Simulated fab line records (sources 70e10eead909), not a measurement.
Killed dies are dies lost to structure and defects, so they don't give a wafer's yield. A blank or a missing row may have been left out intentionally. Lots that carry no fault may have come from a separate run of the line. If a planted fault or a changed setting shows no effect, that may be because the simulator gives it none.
Matching of chambers / flow nandHarc / NHARC_A_M0_DESCUM_14 on rieDiel-05: 4 sister chambers
The step chemistry O2, time 3 s. 24 wafers are shown with their chamber, then 12 later ones without.

## WAFERS PAIRED WITH THEIR CHAMBERS
wafer=L075.1; chamber=2; showerheadPlenumPTorr (Torr)=1.97; drypumpMotorCurrentA (A)=5.5; o2FlowSccm (sccm)=200.8
wafer=L075.3; chamber=3; showerheadPlenumPTorr (Torr)=1.86; drypumpMotorCurrentA (A)=6.6; o2FlowSccm (sccm)=199.8
wafer=L075.4; chamber=0; showerheadPlenumPTorr (Torr)=1.84; drypumpMotorCurrentA (A)=4.9; o2FlowSccm (sccm)=199.2
wafer=L078.2; chamber=2; showerheadPlenumPTorr (Torr)=1.97; drypumpMotorCurrentA (A)=5.6; o2FlowSccm (sccm)=200.0
wafer=L078.4; chamber=0; showerheadPlenumPTorr (Torr)=1.84; drypumpMotorCurrentA (A)=4.8; o2FlowSccm (sccm)=200.2
wafer=L078.5; chamber=1; showerheadPlenumPTorr (Torr)=1.85; drypumpMotorCurrentA (A)=5.7; o2FlowSccm (sccm)=199.7
wafer=L081.3; chamber=2; showerheadPlenumPTorr (Torr)=1.97; drypumpMotorCurrentA (A)=5.6; o2FlowSccm (sccm)=199.4
wafer=L081.4; chamber=0; showerheadPlenumPTorr (Torr)=1.84; drypumpMotorCurrentA (A)=4.9; o2FlowSccm (sccm)=200.2
wafer=L081.5; chamber=1; showerheadPlenumPTorr (Torr)=1.85; drypumpMotorCurrentA (A)=5.7; o2FlowSccm (sccm)=200.6
wafer=L083.1; chamber=2; showerheadPlenumPTorr (Torr)=1.97; drypumpMotorCurrentA (A)=5.6; o2FlowSccm (sccm)=200.1
wafer=L083.4; chamber=2; showerheadPlenumPTorr (Torr)=1.97; drypumpMotorCurrentA (A)=5.6; o2FlowSccm (sccm)=200.5
wafer=L083.5; chamber=1; showerheadPlenumPTorr (Torr)=1.85; drypumpMotorCurrentA (A)=5.7; o2FlowSccm (sccm)=200.6
wafer=L084.3; chamber=0; showerheadPlenumPTorr (Torr)=1.84; drypumpMotorCurrentA (A)=4.9; o2FlowSccm (sccm)=200.2
wafer=L084.4; chamber=1; showerheadPlenumPTorr (Torr)=1.85; drypumpMotorCurrentA (A)=5.7; o2FlowSccm (sccm)=199.5
wafer=L084.6; chamber=2; showerheadPlenumPTorr (Torr)=1.97; drypumpMotorCurrentA (A)=5.5; o2FlowSccm (sccm)=200.1
wafer=L087.2; chamber=1; showerheadPlenumPTorr (Torr)=1.85; drypumpMotorCurrentA (A)=5.7; o2FlowSccm (sccm)=200.9
wafer=L087.5; chamber=2; showerheadPlenumPTorr (Torr)=1.97; drypumpMotorCurrentA (A)=5.6; o2FlowSccm (sccm)=200.4
wafer=L087.6; chamber=1; showerheadPlenumPTorr (Torr)=1.85; drypumpMotorCurrentA (A)=5.7; o2FlowSccm (sccm)=201.1
wafer=L090.2; chamber=1; showerheadPlenumPTorr (Torr)=1.85; drypumpMotorCurrentA (A)=5.7; o2FlowSccm (sccm)=200.8
wafer=L090.4; chamber=2; showerheadPlenumPTorr (Torr)=1.96; drypumpMotorCurrentA (A)=5.5; o2FlowSccm (sccm)=199.9
wafer=L090.5; chamber=2; showerheadPlenumPTorr (Torr)=1.96; drypumpMotorCurrentA (A)=5.6; o2FlowSccm (sccm)=200.1
wafer=L089.4; chamber=3; showerheadPlenumPTorr (Torr)=1.86; drypumpMotorCurrentA (A)=6.6; o2FlowSccm (sccm)=199.2
wafer=L089.5; chamber=2; showerheadPlenumPTorr (Torr)=1.96; drypumpMotorCurrentA (A)=5.6; o2FlowSccm (sccm)=199.2
wafer=L089.6; chamber=3; showerheadPlenumPTorr (Torr)=1.86; drypumpMotorCurrentA (A)=6.6; o2FlowSccm (sccm)=199.3

SIGNATURES, as means of the wafers listed above
reading=showerheadPlenumPTorr; chamber 0=1.8400; chamber 1=1.8500; chamber 2=1.9670; chamber 3=1.8600; scatter within a chamber=0.00324
reading=drypumpMotorCurrentA; chamber 0=4.875; chamber 1=5.700; chamber 2=5.570; chamber 3=6.600; scatter within a chamber=0.0377
reading=o2FlowSccm; chamber 0=199.950; chamber 1=200.457; chamber 2=200.050; chamber 3=199.433; scatter within a chamber=0.514
Rule: a wafer lies at a distance from a chamber equal to the root of the sum of squares, over the readings, of (its reading less the chamber's mean, divided by the reading's scatter). If the next closest chamber is less than 2 further off than the closest, the wafer can't be placed; otherwise it belongs to the closest. The scatter: take each reading less its chamber's mean, square it, sum over the shown wafers, divide by the number of wafers less the number of chambers, and take the root.

## WAFERS WITH NO CHAMBER GIVEN
wafer=L093.1; showerheadPlenumPTorr (Torr)=1.96; drypumpMotorCurrentA (A)=5.6; o2FlowSccm (sccm)=200.9
wafer=L093.5; showerheadPlenumPTorr (Torr)=1.83; drypumpMotorCurrentA (A)=4.8; o2FlowSccm (sccm)=199.6
wafer=L093.6; showerheadPlenumPTorr (Torr)=1.85; drypumpMotorCurrentA (A)=5.7; o2FlowSccm (sccm)=199.7
wafer=L094.2; showerheadPlenumPTorr (Torr)=1.86; drypumpMotorCurrentA (A)=6.6; o2FlowSccm (sccm)=200.1
wafer=L094.4; showerheadPlenumPTorr (Torr)=1.85; drypumpMotorCurrentA (A)=5.7; o2FlowSccm (sccm)=200.8
wafer=L094.6; showerheadPlenumPTorr (Torr)=1.85; drypumpMotorCurrentA (A)=5.7; o2FlowSccm (sccm)=199.6
wafer=L096.2; showerheadPlenumPTorr (Torr)=1.96; drypumpMotorCurrentA (A)=5.6; o2FlowSccm (sccm)=200.2
wafer=L096.3; showerheadPlenumPTorr (Torr)=1.86; drypumpMotorCurrentA (A)=6.6; o2FlowSccm (sccm)=200.2
wafer=L096.5; showerheadPlenumPTorr (Torr)=1.85; drypumpMotorCurrentA (A)=5.7; o2FlowSccm (sccm)=199.7
wafer=L097.2; showerheadPlenumPTorr (Torr)=1.85; drypumpMotorCurrentA (A)=5.7; o2FlowSccm (sccm)=200.1
wafer=L097.3; showerheadPlenumPTorr (Torr)=1.96; drypumpMotorCurrentA (A)=5.6; o2FlowSccm (sccm)=200.3
wafer=L097.5; showerheadPlenumPTorr (Torr)=1.85; drypumpMotorCurrentA (A)=5.7; o2FlowSccm (sccm)=199.7

## WHICH CHAMBER EACH WENT THROUGH
wafer=L093.1; from the rows above=2; in truth=2
wafer=L093.5; from the rows above=0; in truth=0
wafer=L093.6; from the rows above=1; in truth=1
wafer=L094.2; from the rows above=3; in truth=3
wafer=L094.4; from the rows above=1; in truth=1
wafer=L094.6; from the rows above=1; in truth=1
wafer=L096.2; from the rows above=2; in truth=2
wafer=L096.3; from the rows above=3; in truth=3
wafer=L096.5; from the rows above=1; in truth=1
wafer=L097.2; from the rows above=1; in truth=1
wafer=L097.3; from the rows above=2; in truth=2
wafer=L097.5; from the rows above=1; in truth=1
Correctly placed: 12 of 12. Not placeable from these rows: 0. Wrongly placed: 0.
